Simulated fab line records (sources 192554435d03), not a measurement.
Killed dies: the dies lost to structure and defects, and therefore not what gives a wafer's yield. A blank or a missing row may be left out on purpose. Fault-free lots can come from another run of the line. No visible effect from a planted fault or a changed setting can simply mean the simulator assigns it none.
fab line records | flow n5Finfet
[record] lots = 6 wafers = 18 lastDay = 20
route steps=1938 shown BEOL_M13@1684
lots that met no fault: taken from a fault-free run of the same line
startH: hours from the record's opening day to when the first of the lot's shown wafers began | waitH: hours since the lot's step before | " same as the row above | L1.1+2: a row that stands for several wafers | - either no value or no given start | * or withheld: withheld | < > ~ a bound
route shown NAME@n: a module of which the file shows steps, and the number in the route of the first | usual: average and standard deviation across the fault-free wafers | same: alike in all rows | chamber/n: place in a boat | sites: readings site by site | _std_site: standard deviation across them | _edge_site: the outer-site mean with the inner-site mean subtracted | radiusMm: how far each site lies from the wafer's centre | mask NAME#n: copy n | behind: the tool/chamber that last shaped the wafer | hold: why the lot was held/for how many hours/how that ended | device: names the non-switching transistor (n, p or np) | end of line: at the end of the route, the tests of the same wafers | a step without rows: its recipe alone | killed: dies lost to structure and defects at the first sort, not the wafer's yield | map: dies across one wafer; x = killed, . = not, _ = none there
set.NAME: the setting as run; set.NAME@STEP: as run at that earlier step | model.NAME: the simulator's own value behind a step, which no gauge read
lots at some steps of the route; a table a step, a row a wafer
services: when a tool's chamber went out of use (startH, in hours from the record's first day, below 0 if earlier), for how many hours, and the reason
[[steps]]
[step N5_BEOL_M13_SOFTBAKE_23]
[recipe] tempC = 130 timeS = 60
[step N5_BEOL_M13_EXPOSE_25]
[recipe] maskId = M13 na = 0.93 sourceShape = conventional sigmaOuter = 0.4 polarization = unpolarized targetCdNm = 210 doseMj = 22
[step N5_BEOL_M13_PEB_26]
[recipe] pebTempC = 130 pebTimeS = 90
[step N5_BEOL_M13_DEVELOP_27]
[recipe] developTimeS = 45 rinseLiquid = diw dry = airSpin devTempC = 21
[step N5_BEOL_M13_HARDBAKE_32]
[recipe] tempC = 130 timeS = 120
[step N5_BEOL_M13_CD_MEAS_28]
[recipe] targetCdNm = 209.5 landingEnergyEv = 500 detector = seInlens
[usual] cdNm = 209.6/1.2
[same] landingEnergyEv = 500
// columns lot.wafer tool chamber startH waitH cdNm
L402.1 cdSem-01 0 279.25 - 212.0
L402.2 " 0 " " 212.1
L402.6 " 0 " " 211.5
L409.3 cdSem-03 0 329.37 - 210.1
L409.4 " 0 " " 208.9
L409.5 " 0 " " 211.0
L410.1 cdSem-01 0 358.09 - 209.2
L410.3 " 0 " " 208.5
L410.6 " 0 " " 209.0
L419.1 cdSem-01 0 398.91 - 209.3
L419.2 " 0 " " 211.2
L419.4 " 0 " " 210.1
L422.3 cdSem-01 0 428.25 - 207.7
L422.5 " 0 " " 209.3
L422.6 " 0 " " 211.1
L423.1 cdSem-02 0 450.26 - 210.2
L423.2 " 0 " " 209.7
L423.4 " 0 " " 210.8
[step N5_BEOL_M13_OVL_MEAS_29]
[recipe] pointsPerWafer = 44
[usual] M13_OVL = -1/5.4
// columns lot.wafer tool chamber startH waitH M13_OVL[nm]
L402.1 overlay-02 0 279.28 0.0 -11
L402.2 " 0 " " -2
L402.6 " 0 " " 1
L409.3 overlay-01 0 329.40 0.0 0
L409.4 " 0 " " -1
L409.5 " 0 " " -2
L410.1 overlay-01 0 358.12 0.0 1
L410.3 " 0 " " -3
L410.6 " 0 " " -1
L419.1 overlay-02 0 398.94 0.0 1
L419.2 " 0 " " -3
L419.4 " 0 " " 2
L422.3 overlay-02 0 428.28 0.0 -9
L422.5 " 0 " " -10
L422.6 " 0 " " -8
L423.1 overlay-01 0 450.29 0.0 -4
L423.2 " 0 " " 3
L423.4 " 0 " " 6
[step N5_BEOL_M13_INSPECT_30]
[recipe] mode = adi inspectInstrument = macro
[usual] rawDefectCount = 2.0/1.5
// columns lot.wafer tool chamber startH waitH rawDefectCount
L402.1 defectInspect-02 - 279.30 0.0 0
L402.2 " - " " 1
L402.6 " - " " 2
L409.3 defectInspect-02 - 329.42 0.0 1
L409.4 " - " " 1
L409.5 " - " " 2
L410.1 defectInspect-01 - 358.15 0.0 0
L410.3 " - " " 0
L410.6 " - " " 0
L419.1 defectInspect-01 - 398.96 0.0 1
L419.2 " - " " 3
L419.4 " - " " 1
L422.3 defectInspect-01 - 428.30 0.0 0
L422.5 " - " " 2
L422.6 " - " " 3
L423.1 defectInspect-01 - 450.32 0.0 1
L423.2 " - " " 5
L423.4 " - " " 2
[step N5_BEOL_M13_DESCUM_33]
[recipe] chemistry = O2 timeS = 7.9 sourcePowerW = 50 biasPowerW = 20 pressureMtorr = 20 rfFrequencyHz = 2.712e+07 tempC = 40 o2FlowSccm = 225
[usual] drypumpMotorCurrentA = 5.7/0.43 oesProductAu = 0.82/0.088 rfVppV = 242.8/1.2 showerheadPlenumPTorr = 2.07/0.07 throttleValvePct = 20.47/0.2
// columns lot.wafer tool chamber startH waitH drypumpMotorCurrentA oesProductAu rfHoursCounterH rfVppV showerheadPlenumPTorr throttleValvePct
L402.1 rieDiel-04 3 279.42 0.1 5.9 0.69 247 242.1 2.07 20.88
L402.2 " 1 " " 5.7 0.82 91 241.3 2.04 20.59
L402.6 " 2 " " 5.5 0.75 - 242.8 1.99 20.19
L409.3 rieDiel-01 1 329.46 0.0 6.2 0.69 247 242.7 2.17 20.61
L409.4 " 2 " " 5.1 0.80 85 243.8 2.13 20.35
L409.5 " 1 " " 6.1 0.68 - 245.3 2.17 20.62
L410.1 rieDiel-01 0 358.18 0.0 6.1 0.86 43 244.6 2.12 20.49
L410.3 " 3 " " 6.3 0.83 85 242.6 2.01 20.31
L410.6 " 3 " " 6.3 0.84 - 241.7 2.01 20.31
L419.1 rieDiel-05 1 399.00 0.0 5.9 0.81 121 244.4 2.21 20.82
L419.2 " 2 " " 5.5 0.71 208 241.6 2.01 20.75
L419.4 " 0 " " 4.7 0.97 8 244.0 2.15 20.39
L422.3 rieDiel-04 0 428.33 0.0 5.8 0.89 35 243.5 2.03 20.34
L422.5 " 1 " " 5.8 0.77 - 240.8 2.02 20.67
L422.6 " 0 " " 5.8 0.87 - 242.6 2.03 20.34
L423.1 rieDiel-01 1 450.40 0.1 6.1 0.91 26 244.1 2.16 20.26
L423.2 " 2 " " 5.1 0.77 123 244.5 2.11 20.42
L423.4 " 0 " " 6.1 0.82 67 245.1 2.11 20.54
[step N5_BEOL_M13_ETCH_67]
[recipe] chemistry = CF4 target = SiARC targetDepthA = 1430 timeS = 238.3 ionEnergyEv = 80 pressureMtorr = 40 sourceW = 545 biasW = 36 Ar_flow_sccm = 100 cf4FlowSccm = 100 ends = cleared
[step N5_BEOL_M13_ETCH_68]
[recipe] chemistry = N2/H2 target = SOC maskMaterial = SiARC sourceW = 3000 biasW = 350 tempC = 40 timeS = 355 ionEnergyEv = 200 pressureMtorr = 30 n2FlowSccm = 200 h2FlowSccm = 200
[step N5_BEOL_M13_STRIP_69]
[recipe] chemistry = N2/H2 tempC = 40 n2FlowSccm = 200 h2FlowSccm = 200 rfFrequencyHz = 6e+07
[step N5_BEOL_M13_TRENCH_ETCH_34]
[recipe] chemistry = C4F8/O2/Ar target = SiOC targetDepthA = 4134.7 maskMaterial = SOC pressureMtorr = 30 sourceW = 3000 biasW = 700 Ar_flow_sccm = 400 C4F8_flow_sccm = 15 O2_flow_sccm = 8 heInnerTorr = 15 heOuterTorr = 30 timeS = 162.6 ionEnergyEv = 250
[usual] drypumpMotorCurrentA = 5.7/0.43 oesProductAu = 0.82/0.086 rfVppV = 664.5/2.8 showerheadPlenumPTorr = 3.39/0.087 throttleValvePct = 24.25/0.21
// columns lot.wafer tool chamber startH waitH drypumpMotorCurrentA oesProductAu rfHoursCounterH rfVppV showerheadPlenumPTorr throttleValvePct model.etch.depthNm
L402.1 rieDiel-04 3 279.82 0.0 5.9 0.68 247 663.9 3.39 24.68 400.2
L402.2 " 1 " " 5.8 0.81 91 662.6 3.31 24.26 412.6
L402.6 " 2 " " 5.5 0.75 - 662.3 3.29 24.09 414.6
L409.3 rieDiel-01 1 329.86 0.0 6.1 0.68 247 667.2 3.46 24.03 418.2
L409.4 " 2 " " 5.1 0.82 85 665.5 3.44 23.98 407.8
L409.5 " 1 " " 6.2 0.68 - 666.5 3.46 24.01 416.3
L410.1 rieDiel-01 0 358.58 0.0 6.2 0.85 43 668.0 3.49 24.43 422.2
L410.3 " 3 " " 6.4 0.83 85 661.4 3.35 24.44 414.9
L410.6 " 3 " " 6.3 0.83 - 662.9 3.35 24.46 403.2
L419.1 rieDiel-05 1 399.40 0.0 5.9 0.80 122 670.2 3.57 24.56 412.8
L419.2 " 2 " " 5.5 0.72 209 660.4 3.28 24.45 416.5
L419.4 " 0 " " 4.7 0.96 8 667.7 3.48 24.04 426
L422.3 rieDiel-04 0 429.12 0.0 5.8 0.87 35 663.9 3.34 24.16 409.7
L422.5 " 1 " " 5.7 0.76 - 661.2 3.28 24.31 404.4
L422.6 " 0 " " 5.8 0.87 - 663.5 3.34 24.20 409.5
L423.1 rieDiel-01 1 450.80 0.0 6.2 0.91 26 667.4 3.45 23.73 426.6
L423.2 " 2 " " 5.2 0.77 123 666.3 3.42 24.03 415.9
L423.4 " 0 " " 6.1 0.81 67 667.2 3.47 24.46 413.9
[step N5_BEOL_M13_STRIP_70]
[recipe] chemistry = C4F8/O2/Ar resist = SiARC rfFrequencyHz = 6e+07
[step N5_BEOL_M13_OCD_MEAS_35]
[usual] trenchDepthNm = 415/6.6
// columns lot.wafer tool chamber startH waitH trenchDepthNm
L402.1 ocd-01 - 279.99 0.0 400
L402.2 " - " " 413
L402.6 " - " " 414
L409.3 ocd-02 - 330.04 0.0 419
L409.4 " - " " 408
L409.5 " - " " 417
L410.1 ocd-01 - 358.76 0.0 422
L410.3 " - " " 415
L410.6 " - " " 403
L419.1 ocd-01 - 399.58 0.0 412
L419.2 " - " " 416
L419.4 " - " " 426
L422.3 ocd-02 - 429.30 0.0 409
L422.5 " - " " 404
L422.6 " - " " 410
L423.1 ocd-02 - 450.97 0.0 426
L423.2 " - " " 416
L423.4 " - " " 414
[step N5_BEOL_M13_STRIP_37]
[recipe] chemistry = N2/H2 powerW = 1000 tempC = 250 h2Frac = 0.65 overashFraction = 0.3 pressureMtorr = withheld n2FlowSccm = 1750 h2FlowSccm = 3250
[step N5_BEOL_M13_ETCH_38]
[recipe] chemistry = CF4/N2 target = SiCN targetDepthA = 675 taperDeg = 2 timeS = 71.9 ionEnergyEv = 150 maskMaterial = SiO2 pressureMtorr = 40 sourceW = 430 biasW = 70 Ar_flow_sccm = 100 cf4FlowSccm = 60 n2FlowSccm = 60
[usual] drypumpMotorCurrentA = 5.7/0.44 oesProductAu = 0.83/0.082 rfVppV = 381.6/1.7 showerheadPlenumPTorr = 2.19/0.065 throttleValvePct = 15.45/0.17
// columns lot.wafer tool chamber startH waitH drypumpMotorCurrentA oesProductAu rfHoursCounterH rfVppV showerheadPlenumPTorr throttleValvePct
L402.1 rieDiel-05 3 283.45 - 5.0 0.83 69 379.8 2.15 15.32
L402.2 " 0 " " 4.7 0.70 228 383.0 2.27 15.74
L402.6 " 3 " " 5.0 0.84 - 380.1 2.15 15.33
L409.3 rieDiel-04 0 337.08 - 5.8 0.91 14 381.2 2.17 15.33
L409.4 " 3 " " 5.8 1.00 3 381.0 2.19 15.49
L409.5 " 1 " " 5.7 0.80 - 380.7 2.13 15.48
L410.1 rieDiel-05 2 360.16 - 5.5 0.74 193 380.3 2.11 15.60
L410.3 " 1 " " 5.9 0.83 106 384.7 2.31 15.66
L410.6 " 1 " " 5.9 0.82 - 385.2 2.31 15.68
L419.1 rieDiel-01 1 399.74 - 6.1 0.97 13 382.1 2.24 14.99
L419.2 " 3 " " 6.4 0.80 100 379.8 2.15 15.55
L419.4 " 2 " " 5.1 0.79 110 382.2 2.23 15.41
L422.3 rieDiel-01 2 431.07 - 5.1 0.77 118 382.2 2.23 15.40
L422.5 " 0 " " 6.1 0.82 - 383.2 2.25 15.61
L422.6 " 3 " " 6.3 0.80 - 380.3 2.14 15.57
L423.1 rieDiel-05 3 451.19 - 5.0 0.78 110 380.6 2.13 15.40
L423.2 " 2 " " 5.5 0.71 225 380.1 2.10 15.64
L423.4 " 3 " " 5.0 0.79 - 381.3 2.13 15.41
[step N5_BEOL_M13_PRECLEAN_39]
[recipe] chemistry = residueRemover timeS = 60 tempC = 40
[step N5_BEOL_M13_SRD_40]
[recipe] timeS = 30 tempC = 23 rinseLiquid = diw dry = n2Spin spinRpm = 1500 dryTimeS = 30
[step N5_BEOL_M13_DEGAS_41]
[recipe] ambient = vacuum tempC = 250 timeS = 60
[step N5_BEOL_M13_PRE_CLEAN_42]
[recipe] gas = H2/He timeS = 30 tempC = 250
[usual] heaterPowerW = 332/42
// columns lot.wafer tool chamber startH waitH heaterPowerW
L402.1 pvdSputter-03 - 284.01 0.0 424
L402.2 " - " " 329
L402.6 " - " " 281
L409.3 pvdSputter-03 - 337.36 0.0 276
L409.4 " - " " 420
L409.5 " - " " 331
L410.1 pvdSputter-01 - 361.03 0.0 320
L410.3 " - " " 285
L410.6 " - " " 322
L419.1 pvdSputter-03 - 399.97 0.0 425
L419.2 " - " " 312
L419.4 " - " " 339
L422.3 pvdSputter-03 - 431.60 0.0 343
L422.5 " - " " 313
L422.6 " - " " 349
L423.1 pvdSputter-01 - 451.74 0.0 314
L423.2 " - " " 291
L423.4 " - " " 323
[step N5_BEOL_M13_SPUTTER_43]
[recipe] material = TaN targetThkA = 150 tempC = 50 biasV = 168.6 powerW = 15000 chamberPressurePa = 0.12 timeS = 24.19
[usual] throttleValvePct = 29.8/1
// columns lot.wafer tool chamber startH waitH throttleValvePct
L402.1 pvdSputter-03 - 284.05 0.0 29.4
L402.2 " - " " 31.2
L402.6 " - " " 30.0
L409.3 pvdSputter-03 - 337.40 0.0 29.9
L409.4 " - " " 29.2
L409.5 " - " " 29.9
L410.1 pvdSputter-01 - 361.07 0.0 28.5
L410.3 " - " " 28.4
L410.6 " - " " 28.7
L419.1 pvdSputter-03 - 400.01 0.0 29.0
L419.2 " - " " 31.3
L419.4 " - " " 30.2
L422.3 pvdSputter-03 - 431.64 0.0 29.9
L422.5 " - " " 31.4
L422.6 " - " " 30.1
L423.1 pvdSputter-01 - 451.78 0.0 28.4
L423.2 " - " " 28.8
L423.4 " - " " 30.0
[step N5_BEOL_M13_SPUTTER_44]
[recipe] material = Ta targetThkA = 100 tempC = 50 biasV = 80 powerW = 15000 chamberPressurePa = 0.07 timeS = 16.13
[step N5_BEOL_M13_SPUTTER_45]
[recipe] material = Cu targetThkA = 800 tempC = -20 biasV = 60 powerW = 26000 chamberPressurePa = 0.13 timeS = 13.33
[usual] throttleValvePct = 29.8/1
// columns lot.wafer tool chamber startH waitH throttleValvePct
L402.1 pvdSputter-03 - 284.21 0.0 29.0
L402.2 " - " " 31.3
L402.6 " - " " 30.0
L409.3 pvdSputter-03 - 337.56 0.0 30.0
L409.4 " - " " 29.2
L409.5 " - " " 29.9
L410.1 pvdSputter-01 - 361.23 0.0 28.4
L410.3 " - " " 28.6
L410.6 " - " " 28.5
L419.1 pvdSputter-03 - 400.17 0.0 29.3
L419.2 " - " " 31.7
L419.4 " - " " 30.1
L422.3 pvdSputter-03 - 431.80 0.0 29.9
L422.5 " - " " 31.1
L422.6 " - " " 30.0
L423.1 pvdSputter-01 - 451.94 0.0 28.5
L423.2 " - " " 28.6
L423.4 " - " " 30.3
[step N5_BEOL_M13_ECD_47]
[recipe] material = Cu targetThkA = 9360
[step N5_BEOL_M13_ANNEAL_48]
[recipe] tempC = 225 timeS = 90 ambient = N2
[step N5_BEOL_M13_CMP_49]
[recipe] stopOn = SiOC tOverpolishS = 17.1 downForcePsi = 1 platenRpm = 50 clearingPlatenDownForcePsi = 1.5 clearingPlatenRpm = 50 postCmpClean = cuAlkaline targetThkNm = 420 clearingPlatenPadVelocityMS = 0.99484 padVelocityMS = 0.99484
[usual] barrierFieldEndpointS = 30.4/0.66 motorCurrentA = 5.9/0.66 overpolishRunS = 17.100/0.0092 retainingRingPressureFrac = 1.000/0.0048 slurryFilterDpKPa = 13.49/0.15
// columns lot.wafer tool chamber startH waitH barrierFieldEndpointS motorCurrentA overpolishRunS retainingRingPressureFrac slurryFilterDpKPa model.Cu_of_BEOL_M13_ECD_47.thkNm
L402.1 cmp-04 1 285.11 0.3 30.4 5.4 17.100 1.007 13.42 407.8
L402.2 " 2 " " 30.5 6.1 17.104 0.997 13.49 419.8
L402.6 " 3 " " 31.1 7.0 17.104 1.009 13.51 421.2
L409.3 cmp-03 1 338.14 0.2 30.0 5.4 17.098 0.998 13.46 426
L409.4 " 2 " " 29.9 5.6 17.104 0.994 13.52 414.8
L409.5 " 2 " " 30.4 5.9 17.097 1.000 13.91 424.2
L410.3 cmp-01 1 361.81 0.2 29.8 5.3 17.098 0.995 13.38 419.2
L410.1 " 2 " " 30.2 7.2 17.095 0.998 13.45 428.4
L410.6 " 2 " " 30.3 7.4 17.109 1.005 13.71 409.6
L419.2 cmp-04 0 401.04 0.2 30.4 5.8 17.114 1.001 13.51 423.8
L419.1 " 1 " " 30.2 5.0 17.092 1.007 13.56 420.6
L419.4 " 2 " " 31.5 6.0 17.086 1.001 13.47 433.6
L422.3 cmp-03 0 432.45 0.2 29.7 5.7 17.097 0.996 13.49 415.6
L422.6 " 2 " " 29.5 5.6 17.089 0.996 13.51 415.6
L422.5 " 3 " " 30.0 5.7 17.094 0.995 13.60 412.6
L423.4 cmp-03 0 452.58 0.1 29.3 6.1 17.101 1.008 13.45 421.2
L423.2 " 1 " " 30.3 5.5 17.082 0.998 13.53 424
L423.1 " 2 " " 29.6 6.0 17.097 0.996 13.29 432.6
[step N5_BEOL_M13_THK_MEAS_50]
[recipe] thkMeasGauge = xrf reads = Cu_of_BEOL_M13_ECD_47
[usual] M13_THK = 418/7.6
// columns lot.wafer tool chamber startH waitH M13_THK[nm]
L402.1 filmMetro-02 - 285.33 - 406
L402.2 " - " " 421
L402.6 " - " " 420
L409.3 filmMetro-02 - 338.44 - 420
L409.4 " - " " 411
L409.5 " - " " 420
L410.1 filmMetro-01 - 362.10 - 428
L410.3 " - " " 421
L410.6 " - " " 410
L419.1 filmMetro-02 - 401.34 - 421
L419.2 " - " " 423
L419.4 " - " " 433
L422.3 filmMetro-02 - 432.67 - 416
L422.5 " - " " 411
L422.6 " - " " 415
L423.1 filmMetro-01 - 452.87 - 433
L423.2 " - " " 427
L423.4 " - " " 422
[[services]]
// columns tool chamber startH hours kind
cmp-03 - 270.53 4.2 repair
rieDiel-01 0 301.70 3.2 repair
cmp-03 - 306.56 5.8 pm
cmp-01 - 316.18 0.9 repair
cmp-01 - 322.86 4.0 pm
cmp-03 - 338.77 7.0 repair
cmp-01 - 343.60 5.5 pm
cmp-03 - 355.51 4.0 pm
pvdSputter-01 - 376.86 2.8 repair
rieDiel-01 0 378.42 9.6 repair
rieDiel-05 3 378.97 14.3 repair
rieDiel-05 0 379.15 1.6 repair
cmp-01 - 382.85 2.2 repair
cmp-04 - 387.88 4.0 repair
rieDiel-04 0 399.11 26.0 repair
rieDiel-04 2 402.36 8.4 repair
cmp-04 - 412.46 0.5 repair
cmp-01 - 417.91 0.8 repair
rieDiel-05 3 430.73 9.2 repair
cmp-04 - 431.51 15.2 pm
pvdSputter-03 - 434.03 2.5 repair
cmp-03 - 435.23 1.5 repair
cmp-04 - 448.13 4.0 pm
rieDiel-05 0 449.83 7.7 repair
[[key]]
firstSign none at tools or gauges
[modelEffect] step = N5_BEOL_M13_TRENCH_ETCH_34 value = etch.depthNm without = 419.5 struck = 405.5
[modelEffect] step = N5_BEOL_M13_CMP_49 value = Cu_of_BEOL_M13_ECD_47.thkNm without = 426.2 struck = 412.2
metAt N5_BEOL_M13_TRENCH_ETCH_34
struckWafers L409.4,L410.6
[baselineLoss] step = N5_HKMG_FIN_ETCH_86 wafers = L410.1
[fault] kind = processParameterDrift tool = rieDiel-01 chamber = - onsetH = 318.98 steps = N5_BEOL_M13_TRENCH_ETCH_34 channel = targetDepthA offset = -138.43 shape = step endH = 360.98 scope = struckWafersOnly actsIn = theseRecipesOnly stated = 4134.7
// baselineLoss: these wafers lose ten dies or more at that step, a loss of the line's own and not of a fault; the sort's usual values leave them out
